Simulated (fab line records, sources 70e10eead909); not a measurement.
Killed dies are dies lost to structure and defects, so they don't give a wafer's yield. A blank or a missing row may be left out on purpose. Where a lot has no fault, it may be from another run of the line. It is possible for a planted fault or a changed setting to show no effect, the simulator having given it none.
fab line records | flow nandHarc
[record] lots = 6 | wafers = 18 | lastDay = 26
route steps=1159 shown A_WL_FILL@811 END@1159
lots untouched by any fault: they come from a run of this same line in which no faults occurred
startH: the number of hours between the record's first day and the start of the first shown wafer of the lot | waitH: hours from the lot's prior step to this one | " the same as in the row above | L1.1+2: several wafers, shown together as one row | - value missing, or start not given | * or withheld: withheld | < > ~ a bound
route shown NAME@n: a module of which the file shows steps, and the number in the route of the first | usual: mean/standard deviation taken from wafers without a fault | same: alike in all rows | chamber/n: place in a boat | sites: per-site readings | _std_site: their standard deviation | _edge_site: inner sites' mean taken away from outer sites' mean | radiusMm: how far each site lies from the wafer's centre | mask NAME#n: copy n | behind: the tool/chamber that last shaped the wafer | hold: what put the lot on hold/how long, in hours/how the hold closed | device: whichever transistor did not switch (one of n, p or np) | end of line: tests run on the same wafers once the route is complete | step lacking rows: just its recipe | killed: not the wafer's yield, but the dies lost to structure and defects at the first sort | map: per-die view of a wafer (x killed, . not killed, _ where there is no die)
set.NAME: the setting that was run; set.NAME@STEP: the one run at that earlier step | model.NAME: the simulator's own value behind a step, which no gauge read
certain route steps with their lots: each step a table, each wafer a row
services: from which hour (startH, from the record's first day; less than 0 if before it) a tool's chamber was out of use, for how many hours, and why
[[steps]]
[step NHARC_A_WL_FILL_ALD_02]
[recipe] targetThkA = 20 | pulseTimeS = 3 | aldCycles = 100 | tempC = 450 | material = TiN
[usual] heaterPowerW = 1096/110 | precursorPulseHeightRel = 1.000/0.022
lot.wafer | tool        | chamber | startH | waitH | heaterPowerW | precursorPulseHeightRel
L892.1    | aldMetal-02 | 2       | 390.86 | 0.2   | 1179         | 1.018
L892.3    | "           | 0       | "      | "     | 1143         | 1.012
L892.5    | "           | 2       | "      | "     | 1189         | 1.017
L893.1    | aldMetal-02 | 1       | 408.32 | 0.2   | 1268         | 0.957
L893.3    | "           | 2       | "      | "     | 1148         | 1.034
L893.5    | "           | 1       | "      | "     | 1216         | 0.985
L895.3    | aldMetal-03 | 1       | 408.62 | 0.1   | 1133         | 1.013
L895.1    | "           | 2       | "      | "     | 1044         | 0.996
L895.5    | "           | 2       | "      | "     | 1055         | 1.016
L894.1    | aldMetal-02 | 2       | 408.74 | 0.2   | 1173         | 0.972
L894.4    | "           | 0       | "      | "     | 1106         | 1.043
L894.5    | "           | 2       | "      | "     | 1170         | 1.064
L901.3    | aldMetal-03 | 1       | 454.36 | 0.2   | 1147         | 1.023
L901.4    | "           | 2       | "      | "     | 1024         | 0.976
L901.6    | "           | 0       | "      | "     | 921          | 0.974
L905.1    | aldMetal-03 | 2       | 482.60 | 0.2   | 1055         | 0.998
L905.3    | "           | 1       | "      | "     | 1180         | 1.032
L905.5    | "           | 3       | "      | "     | 1154         | 0.977
[step NHARC_A_WL_FILL_CVD_03]
[recipe] targetThkA = 400 | tempC = 300 | pressureTorr = 40 | wf6FlowSccm = 40 | h2FlowSccm = 1600 | arFlowSccm = 1560 | timeS = 3302 | material = W
[usual] chamberPressureTorr = 40.00/0.076 | heaterPowerW = 518/39 | mfcArSccm = 1560/4 | mfcH2Sccm = 1600/4.8 | throttleValvePct = 7.76/0.23
lot.wafer | tool    | chamber | startH | waitH | chamberPressureTorr | heaterPowerW | mfcArSccm | mfcH2Sccm | throttleValvePct
L892.1    | cvdW-02 | 0       | 396.17 | 5.0   | 40.04               | 495          | 1563      | 1604      | 7.67
L892.3    | "       | 1       | "      | "     | 40.03               | 561          | 1562      | 1593      | 7.48
L892.5    | "       | 1       | "      | "     | 40.05               | 553          | 1566      | 1602      | 7.72
L893.1    | cvdW-02 | 1       | 412.70 | 4.0   | 39.95               | 554          | 1558      | 1601      | 7.57
L893.3    | "       | 1       | "      | "     | 39.99               | 560          | 1558      | 1603      | 7.58
L893.5    | "       | 0       | "      | "     | 40.11               | 499          | 1562      | 1600      | 7.64
L895.1    | cvdW-02 | 1       | 415.04 | 6.0   | 40.04               | 545          | 1560      | 1606      | 7.74
L895.3    | "       | 0       | 416.43 | 7.4   | 40.03               | 508          | 1558      | 1604      | 7.86
L895.5    | "       | 1       | "      | "     | 40.08               | 550          | 1558      | 1607      | 7.51
L894.1    | cvdW-01 | 0       | 415.22 | 6.1   | 39.97               | 461          | 1562      | 1609      | 7.72
L894.4    | "       | 1       | 416.63 | 7.5   | 40.00               | 532          | 1558      | 1597      | 7.93
L894.5    | "       | 1       | "      | "     | 40.08               | 532          | 1559      | 1594      | 7.88
L901.3    | cvdW-02 | 0       | 460.23 | 5.5   | 39.86               | 498          | 1565      | 1600      | 7.66
L901.4    | "       | 1       | "      | "     | 40.03               | 560          | 1555      | 1604      | 7.71
L901.6    | "       | 0       | "      | "     | 40.02               | 498          | 1562      | 1598      | 7.24
L905.1    | cvdW-02 | 1       | 491.39 | 8.4   | 40.05               | 552          | 1556      | 1601      | 7.47
L905.3    | "       | 0       | 492.82 | 9.8   | 39.99               | 495          | 1561      | 1597      | 7.75
L905.5    | "       | 1       | "      | "     | 39.90               | 556          | 1564      | 1601      | 7.65
[step NHARC_A_WL_FILL_ETCHBACK_04]
[recipe] targetDepthA = 600 | timeS = 120 | chemistry = NF3
[usual] chamberPressureMTorr = 300.02/0.28 | drypumpMotorCurrentA = 5.8/0.38 | oesProductAu = 0.998/0.01
lot.wafer | tool        | chamber | startH | waitH | chamberPressureMTorr | drypumpMotorCurrentA | oesProductAu | rfHoursCounterH
L892.1    | rieMetal-02 | 0       | 399.04 | 2.4   | 299.72               | 5.5                  | 0.986        | 0.0
L892.3    | "           | 0       | "      | "     | 300.13               | 5.4                  | 0.992        | -
L892.5    | "           | 1       | "      | "     | 300.17               | 6.3                  | 0.999        | -
L893.1    | rieMetal-02 | 1       | 415.56 | 2.4   | 299.76               | 6.3                  | 1.011        | 0.3
L893.3    | "           | 0       | "      | "     | 299.71               | 5.4                  | 0.980        | -
L893.5    | "           | 1       | "      | "     | 300.50               | 6.3                  | 1.013        | -
L895.1    | rieMetal-03 | 0       | 418.30 | 2.8   | 299.71               | 6.0                  | 0.999        | 3.5
L895.3    | "           | 1       | "      | "     | 300.41               | 5.4                  | 1.003        | -
L895.5    | "           | 0       | "      | "     | 300.20               | 6.0                  | 0.995        | -
L894.1    | rieMetal-02 | 1       | 418.56 | 2.9   | 299.67               | 6.3                  | 1.013        | 0.5
L894.4    | "           | 0       | "      | "     | 300.51               | 5.4                  | 1.001        | -
L894.5    | "           | 1       | "      | "     | 300.79               | 6.3                  | 1.013        | -
L901.3    | rieMetal-03 | 0       | 462.66 | 2.0   | 300.01               | 6.0                  | 0.993        | -
L901.4    | "           | 1       | "      | "     | 299.99               | 5.4                  | 1.009        | -
L901.6    | "           | 0       | "      | "     | 299.74               | 6.0                  | 0.996        | -
L905.1    | rieMetal-02 | 1       | 494.77 | 2.9   | 300.17               | 6.3                  | 0.997        | 2.7
L905.3    | "           | 1       | "      | "     | 299.78               | 6.3                  | 1.004        | -
L905.5    | "           | 0       | "      | "     | 299.99               | 5.4                  | 0.983        | -
[step NHARC_A_WL_FILL_ETCHBACK_05]
[recipe] targetDepthA = 220 | timeS = 60 | tempC = 40 | chemistry = Cl2/BCl3
[step NHARC_A_WL_FILL_STRIP_27]
[recipe] powerW = 1500 | tempC = 250 | timeS = 20 | chemistry = N2/H2
[usual] drypumpMotorCurrentA = 5.8/0.37 | heaterPowerW = 326/26 | tempC = 250.02/0.19
lot.wafer | tool           | chamber | startH | waitH | drypumpMotorCurrentA | heaterPowerW | rfHoursCounterH | tempC
L892.1    | plasmaAsher-02 | 0       | 399.38 | 0.1   | 6.1                  | 302          | 10              | 250.15
L892.3    | "              | 0       | "      | "     | 6.1                  | 313          | -               | 250.24
L892.5    | "              | 1       | "      | "     | 5.6                  | 344          | -               | 250.25
L893.1    | plasmaAsher-01 | 1       | 415.91 | 0.1   | 6.2                  | 363          | 47              | 250.30
L893.3    | "              | 1       | "      | "     | 6.3                  | 371          | -               | 250.19
L893.5    | "              | 1       | "      | "     | 6.2                  | 366          | -               | 250.12
L895.1    | plasmaAsher-01 | 0       | 418.69 | 0.1   | 5.2                  | 293          | 47              | 250.40
L895.3    | "              | 1       | "      | "     | 6.3                  | 363          | -               | 249.85
L895.5    | "              | 1       | "      | "     | 6.3                  | 356          | -               | 249.63
L894.1    | plasmaAsher-01 | 1       | 418.98 | 0.2   | 6.3                  | 359          | 48              | 250.04
L894.4    | "              | 0       | "      | "     | 5.2                  | 298          | -               | 250.15
L894.5    | "              | 0       | "      | "     | 5.2                  | 305          | -               | 249.74
L901.3    | plasmaAsher-02 | 0       | 463.01 | 0.1   | 6.1                  | 301          | -               | 249.86
L901.4    | "              | 1       | "      | "     | 5.6                  | 349          | -               | 250.16
L901.6    | "              | 1       | "      | "     | 5.6                  | 345          | -               | 250.42
L905.1    | plasmaAsher-02 | 0       | 495.13 | 0.1   | 6.1                  | 304          | 50              | 249.99
L905.3    | "              | 1       | "      | "     | 5.6                  | 339          | -               | 250.36
L905.5    | "              | 0       | "      | "     | 6.1                  | 304          | -               | 249.83
[step NHARC_A_WL_FILL_STRIP_28]
[recipe] timeS = 1200 | tempC = 72.5 | chemistry = postEtchResidueRemover
[step NHARC_A_WL_FILL_PRECLEAN_06]
[recipe] timeS = 300 | chemistry = DIW
[step NHARC_A_WL_FILL_SRD_07]
[step NHARC_A_WL_FILL_ANNEAL_08]
[recipe] tempC = 450 | timeS = 1800
[step NHARC_A_WL_FILL_ALD_10]
[recipe] targetThkA = 500 | pulseTimeS = 10 | aldCycles = 500 | tempC = 300 | material = SiO2
[usual] heaterPowerW = 460/40 | precursorPulseHeightRel = 0.998/0.018
lot.wafer | tool     | chamber | startH | waitH | heaterPowerW | precursorPulseHeightRel
L892.3    | aldHk-01 | 1       | 405.10 | 0.6   | 456          | 1.003
L892.1    | "        | 2       | "      | "     | 446          | 1.001
L892.5    | "        | 1       | 407.16 | 2.6   | 447          | 0.984
L893.3    | aldHk-01 | 2       | 423.50 | 2.5   | 439          | 1.011
L893.1    | "        | 3       | "      | "     | 432          | 0.981
L893.5    | "        | 3       | 426.11 | 5.1   | 439          | 1.006
L895.3    | aldHk-02 | 3       | 424.44 | 3.4   | 443          | 0.997
L895.1    | "        | 1       | 425.47 | 4.4   | 527          | 1.003
L895.5    | "        | 2       | "      | "     | 444          | 0.976
L894.1    | aldHk-03 | 3       | 427.64 | 3.2   | 499          | 0.992
L894.4    | "        | 0       | "      | "     | 455          | 1.018
L894.5    | "        | 1       | "      | "     | 539          | 0.974
L901.4    | aldHk-01 | 1       | 468.05 | 0.1   | 455          | 0.965
L901.3    | "        | 3       | 469.09 | 1.1   | 433          | 1.000
L901.6    | "        | 1       | 470.14 | 2.1   | 462          | 1.008
L905.1    | aldHk-01 | 3       | 505.20 | 3.6   | 434          | 0.987
L905.3    | "        | 1       | 506.23 | 4.6   | 464          | 0.961
L905.5    | "        | 3       | 507.25 | 5.7   | 437          | 1.008
[step NHARC_A_WL_FILL_ETCHBACK_16]
[recipe] targetDepthA = 880 | timeS = 17.6 | c4f8FlowSccm = withheld | o2FlowSccm = 8 | arFlowSccm = withheld | rfW = 600 | biasW = 800 | chemistry = C4F8/O2/Ar
[usual] biasW = 799.8/2.4 | chamberPressureMTorr = 25.000/0.024 | oesProductAu = 0.99/0.031 | rfVppV = 723/4.6
lot.wafer | tool       | chamber | startH | waitH | biasW | chamberPressureMTorr | oesProductAu | rfHoursCounterH | rfVppV
L892.1    | rieDiel-08 | 0       | 409.23 | -     | 799.7 | 25.047               | 0.94         | 1.8             | 730
L892.3    | "          | 1       | "      | "     | 804.1 | 24.991               | 0.91         | 2.1             | 730
L892.5    | "          | 3       | "      | "     | 801.7 | 24.983               | 0.93         | -               | 716
L893.3    | rieDiel-04 | 0       | 428.20 | -     | -     | -                    | -            | -               | -
L893.1    | "          | 1       | "      | "     | -     | -                    | -            | -               | -
L893.5    | "          | 3       | "      | "     | -     | -                    | -            | -               | -
L895.3    | rieDiel-08 | 0       | 428.57 | -     | -     | -                    | -            | -               | -
L895.1    | "          | 2       | "      | "     | -     | -                    | -            | -               | -
L895.5    | "          | 3       | "      | "     | -     | -                    | -            | -               | -
L894.1    | rieDiel-08 | 2       | 431.30 | -     | 800.6 | 24.997               | 1.00         | 2.9             | 725
L894.4    | "          | 3       | "      | "     | 799.0 | 24.988               | 0.99         | -               | 718
L894.5    | "          | 2       | "      | "     | 800.4 | 25.009               | 1.01         | -               | 727
L901.4    | rieDiel-03 | 2       | 472.76 | -     | 802.1 | 24.999               | 0.99         | 2.6             | 720
L901.3    | "          | 3       | "      | "     | 797.9 | 24.983               | 1.01         | 2.8             | 724
L901.6    | "          | 3       | "      | "     | 798.6 | 24.977               | 1.01         | -               | 724
L905.3    | rieDiel-04 | 0       | 509.34 | -     | 799.8 | 25.023               | 0.99         | 2.8             | 721
L905.1    | "          | 1       | "      | "     | 799.1 | 25.008               | 0.99         | 3.3             | 716
L905.5    | "          | 2       | "      | "     | 799.8 | 24.952               | 0.98         | -               | 719
[step NHARC_A_WL_FILL_STRIP_29]
[recipe] timeS = 20 | o2FlowSccm = 500 | arFlowSccm = 0 | biasW = 0 | chemistry = O2
[step NHARC_END_SORT_01]
[recipe] tempC = 25
[usual] killedAtArray = 27/11 | killedAtOther = 0.6/1 | killedAtPeriphery = 3.0/2.1 | killedDies = 31/12 | killedOpen = 3.2/1.7 | killedShort = 1.7/1.4
[same] grossDies = 677
lot.wafer | tool      | chamber | startH | waitH | killedAtArray | killedAtOther | killedAtPeriphery | killedDies | killedOpen | killedShort
L892.1    | prober-01 | 0       | 497.96 | 2.5   | 17            | 0             | 3                 | 20         | 2          | 4
L892.3    | prober-01 | 0       | 499.57 | 3.1   | 11            | 0             | 4                 | 15         | 4          | 1
L892.5    | prober-01 | 0       | 501.18 | 3.7   | 13            | 0             | 5                 | 18         | 4          | 0
L893.1    | prober-01 | 0       | 511.35 | 2.5   | 674           | 1             | 2                 | 677        | 2          | 2
L893.3    | prober-01 | 0       | 512.97 | 3.1   | 674           | 0             | 3                 | 677        | 1          | 0
L893.5    | prober-01 | 0       | 514.59 | 3.7   | 675           | 1             | 1                 | 677        | 3          | 0
L895.1    | prober-02 | 0       | 512.37 | 2.5   | 675           | 1             | 1                 | 677        | 6          | 2
L895.3    | prober-02 | 0       | 513.94 | 3.1   | 675           | 0             | 2                 | 677        | 2          | 1
L895.5    | prober-02 | 0       | 515.52 | 3.7   | 675           | 0             | 2                 | 677        | 5          | 2
L901.3    | prober-02 | 0       | 568.15 | 3.1   | 26            | 0             | 5                 | 31         | 0          | 2
L901.4    | prober-02 | 0       | 568.95 | 3.4   | 25            | 1             | 3                 | 29         | 2          | 3
L901.6    | prober-02 | 0       | 570.55 | 4.0   | 28            | 0             | 0                 | 28         | 1          | 3
// killed by level:class
L892.1 A_CHANNEL_HOLE_D1:chamberFilmFlake=6 A_WL_FILL:chamberFilmFlake=4 P_STI:geometricParticle:open=1 A_ONON_D1:geometricParticle:short=1 A_WL_FILL:geometricParticle:short=1 A_CONTACT:geometricParticle:short=1 A_M0:geometricParticle:short=1 A_M0:geometricParticle:open=1
L892.3 A_CHANNEL_HOLE_D1:chamberFilmFlake=4 A_CONTACT:chamberFilmFlake=3 P_CONTACT:geometricParticle:open=2 A_M0:geometricParticle:open=2 P_CONTACT:geometricParticle:short=1 P_GATE:chamberFilmFlake=1 A_ZERO_WELL:chamberFilmFlake=1 A_WL_FILL:chamberFilmFlake=1
L892.5 A_CHANNEL_HOLE_D1:chamberFilmFlake=6 P_ZERO_WELL:chamberFilmFlake=3 A_STAIRCASE:chamberFilmFlake=2 P_M0:geometricParticle:open=1 P_M2:geometricParticle:open=1 A_CONTACT:geometricParticle:open=1 A_BLC:geometricParticle:open=1 A_CONTACT:chamberFilmFlake=1
L893.1 A_WL_FILL:areaEtchback=652 A_CHANNEL_HOLE_D1:chamberFilmFlake=15 A_WL_FILL:chamberFilmFlake=2 P_CONTACT:geometricParticle:open=1 A_CONTACT:geometricParticle:open=1 A_BLC:geometricParticle:short=1 A_M0:geometricParticle:short=1 P_GATE:chamberFilmFlake=1
L895.1 A_WL_FILL:areaEtchback=655 A_CHANNEL_HOLE_D1:chamberFilmFlake=5 A_STAIRCASE:chamberFilmFlake=5 A_CONTACT:geometricParticle:open=3 A_CONTACT:chamberFilmFlake=2 P_CONTACT:geometricParticle:open=1 A_ONON_D1:geometricParticle:open=1 A_CHANNEL_FILL_D1:geometricParticle:open=1
L893.3 A_WL_FILL:areaEtchback=657 A_CHANNEL_HOLE_D1:chamberFilmFlake=10 A_STAIRCASE:chamberFilmFlake=2 A_WL_FILL:chamberFilmFlake=2 A_ONON_D1:geometricParticle:open=1 P_ZERO_WELL:chamberFilmFlake=1 P_GATE:chamberFilmFlake=1 P_CONTACT:chamberFilmFlake=1
L895.3 A_WL_FILL:areaEtchback=659 A_CHANNEL_HOLE_D1:chamberFilmFlake=5 A_CONTACT:chamberFilmFlake=5 A_M1:chamberFilmFlake=3 A_STAIRCASE:chamberFilmFlake=2 P_GATE:geometricParticle:open=1 P_M0:geometricParticle:short=1 A_CHANNEL_FILL_D1:geometricParticle:open=1
L893.5 A_WL_FILL:areaEtchback=657 A_CHANNEL_HOLE_D1:chamberFilmFlake=12 A_CONTACT:chamberFilmFlake=4 P_STI:geometricParticle:open=1 A_CONTACT:geometricParticle:open=1 STARTING-WAFER:geometricParticle:open=1 A_STAIRCASE:chamberFilmFlake=1
L895.5 A_WL_FILL:areaEtchback=660 A_CHANNEL_HOLE_D1:chamberFilmFlake=5 A_STAIRCASE:chamberFilmFlake=2 P_CONTACT:geometricParticle:open=1 A_ONON_D1:geometricParticle:short=1 A_CHANNEL_FILL_D1:geometricParticle:short=1 A_CHANNEL_FILL_D1:geometricParticle:open=1 A_SLIT:geometricParticle:open=1
L901.3 A_CHANNEL_HOLE_D1:chamberFilmFlake=11 A_STAIRCASE:chamberFilmFlake=5 A_WL_FILL:chamberFilmFlake=4 P_ZERO_WELL:chamberFilmFlake=2 A_CONTACT:chamberFilmFlake=2 P_CONTACT:geometricParticle:short=1 A_M0:geometricParticle:short=1 P_STI:chamberFilmFlake=1
L901.4 A_CHANNEL_HOLE_D1:chamberFilmFlake=11 P_STI:chamberFilmFlake=3 A_STAIRCASE:chamberFilmFlake=3 A_WL_FILL:chamberFilmFlake=3 A_CHANNEL_FILL_D1:geometricParticle:short=2 A_CONTACT:chamberFilmFlake=2 A_STAIRCASE:geometricParticle:open=1 A_SGD_CUT:geometricParticle:open=1
L901.6 A_CHANNEL_HOLE_D1:chamberFilmFlake=14 A_STAIRCASE:chamberFilmFlake=4 A_SLIT:chamberFilmFlake=3 A_WL_FILL:chamberFilmFlake=2 A_SOURCE_PLATE:geometricParticle:open=1 A_SGD_CUT:geometricParticle:short=1 A_WL_FILL:geometricParticle:short=1 A_CONTACT:geometricParticle:short=1
// map L893.1 (x killed, . not)
____________x____________
_________xxxxxxx_________
_______xxxxxxxxxxx_______
______xxxxxxxxxxxxx______
_____xxxxxxxxxxxxxxx_____
____xxxxxxxxxxxxxxxxx____
____xxxxxxxxxxxxxxxxx____
___xxxxxxxxxxxxxxxxxxx___
___xxxxxxxxxxxxxxxxxxx___
__xxxxxxxxxxxxxxxxxxxxx__
__xxxxxxxxxxxxxxxxxxxxx__
_xxxxxxxxxxxxxxxxxxxxxxx_
_xxxxxxxxxxxxxxxxxxxxxxx_
_xxxxxxxxxxxxxxxxxxxxxxx_
_xxxxxxxxxxxxxxxxxxxxxxx_
_xxxxxxxxxxxxxxxxxxxxxxx_
xxxxxxxxxxxxxxxxxxxxxxxxx
xxxxxxxxxxxxxxxxxxxxxxxxx
xxxxxxxxxxxxxxxxxxxxxxxxx
xxxxxxxxxxxxxxxxxxxxxxxxx
xxxxxxxxxxxxxxxxxxxxxxxxx
_xxxxxxxxxxxxxxxxxxxxxxx_
_xxxxxxxxxxxxxxxxxxxxxxx_
_xxxxxxxxxxxxxxxxxxxxxxx_
_xxxxxxxxxxxxxxxxxxxxxxx_
_xxxxxxxxxxxxxxxxxxxxxxx_
__xxxxxxxxxxxxxxxxxxxxx__
__xxxxxxxxxxxxxxxxxxxxx__
___xxxxxxxxxxxxxxxxxxx___
___xxxxxxxxxxxxxxxxxxx___
____xxxxxxxxxxxxxxxxx____
____xxxxxxxxxxxxxxxxx____
_____xxxxxxxxxxxxxxx_____
______xxxxxxxxxxxxx______
_______xxxxxxxxxxx_______
_________xxxxxxx_________
____________x____________
// map L895.1 (x killed, . not)
____________x____________
_________xxxxxxx_________
_______xxxxxxxxxxx_______
______xxxxxxxxxxxxx______
_____xxxxxxxxxxxxxxx_____
____xxxxxxxxxxxxxxxxx____
____xxxxxxxxxxxxxxxxx____
___xxxxxxxxxxxxxxxxxxx___
___xxxxxxxxxxxxxxxxxxx___
__xxxxxxxxxxxxxxxxxxxxx__
__xxxxxxxxxxxxxxxxxxxxx__
_xxxxxxxxxxxxxxxxxxxxxxx_
_xxxxxxxxxxxxxxxxxxxxxxx_
_xxxxxxxxxxxxxxxxxxxxxxx_
_xxxxxxxxxxxxxxxxxxxxxxx_
_xxxxxxxxxxxxxxxxxxxxxxx_
xxxxxxxxxxxxxxxxxxxxxxxxx
xxxxxxxxxxxxxxxxxxxxxxxxx
xxxxxxxxxxxxxxxxxxxxxxxxx
xxxxxxxxxxxxxxxxxxxxxxxxx
xxxxxxxxxxxxxxxxxxxxxxxxx
_xxxxxxxxxxxxxxxxxxxxxxx_
_xxxxxxxxxxxxxxxxxxxxxxx_
_xxxxxxxxxxxxxxxxxxxxxxx_
_xxxxxxxxxxxxxxxxxxxxxxx_
_xxxxxxxxxxxxxxxxxxxxxxx_
__xxxxxxxxxxxxxxxxxxxxx__
__xxxxxxxxxxxxxxxxxxxxx__
___xxxxxxxxxxxxxxxxxxx___
___xxxxxxxxxxxxxxxxxxx___
____xxxxxxxxxxxxxxxxx____
____xxxxxxxxxxxxxxxxx____
_____xxxxxxxxxxxxxxx_____
______xxxxxxxxxxxxx______
_______xxxxxxxxxxx_______
_________xxxxxxx_________
____________x____________
[[services]]
tool           | chamber | startH | hours | kind
rieDiel-03     | 3       | 372.65 | 2.5   | repair
cvdW-02        | -       | 378.42 | 13.0  | pm
rieMetal-02    | -       | 388.00 | 9.0   | pm
rieDiel-03     | -       | 392.30 | 9.0   | pm
aldHk-02       | -       | 399.21 | 1.4   | repair
plasmaAsher-01 | -       | 403.95 | 3.5   | repair
aldHk-01       | -       | 411.17 | 10.0  | pm
rieDiel-03     | 0       | 422.20 | 1.3   | repair
rieDiel-08     | 1       | 423.92 | 8.0   | repair
aldMetal-03    | 3       | 428.63 | 3.1   | repair
plasmaAsher-01 | -       | 430.61 | 3.3   | repair
rieDiel-08     | -       | 434.03 | 0.6   | repair
aldMetal-03    | 3       | 439.35 | 3.7   | repair
rieMetal-03    | -       | 453.00 | 9.0   | pm
plasmaAsher-01 | -       | 454.99 | 9.0   | pm
aldHk-02       | -       | 458.57 | 10.0  | pm
rieDiel-04     | -       | 466.05 | 9.0   | pm
cvdW-01        | -       | 474.06 | 13.0  | pm
rieDiel-08     | -       | 478.80 | 9.0   | pm
rieDiel-04     | 0       | 487.59 | 3.3   | repair
aldMetal-03    | -       | 491.33 | 2.5   | repair
rieMetal-03    | -       | 493.39 | 1.0   | repair
aldMetal-03    | -       | 500.00 | 10.0  | pm
rieMetal-02    | 0       | 506.31 | 22.0  | repair
[[key]]
[firstSign] step = NHARC_A_WL_FILL_ETCHBACK_16 | reading = toolRecord | direction = missing
[effect] step = NHARC_END_SORT_01 | reading = killedAtArray | direction = up | sigmas = 57 | usual = 27 | struck = 675
[moreKillsBornAt] NHARC_A_WL_FILL_ETCHBACK_16@rieDiel-08 = 1974 | NHARC_A_WL_FILL_ETCHBACK_16@rieDiel-04 = 1966
metAt NHARC_A_WL_FILL_ETCHBACK_16
struckWafers L893.1,L893.3,L893.5,L895.1,L895.3,L895.5
laterRowsLeftOut L893.1,L893.3,L893.5,L895.1,L895.3,L895.5
testerLeftOut L893,L895
onsetBetween 409.23 428.20
[fault] kind = skippedStepWhole | tool = rieDiel-04,rieDiel-08 | chamber = - | onsetH = 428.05 | steps = NHARC_A_WL_FILL_ETCHBACK_16 | scope = struckLotsOnly
// testerLeftOut: of these lots the tester's yield and bins aren't shown, on N5 and GAA mostly nor the transistor test; their killed dies are dies lost to structure and defects alone, not to doping, threshold or leakage, so they don't give the yield
// laterRowsLeftOut: the simulator's readings of these wafers behind a module that went badly wrong aren't trusted and aren't shown, but for the sort
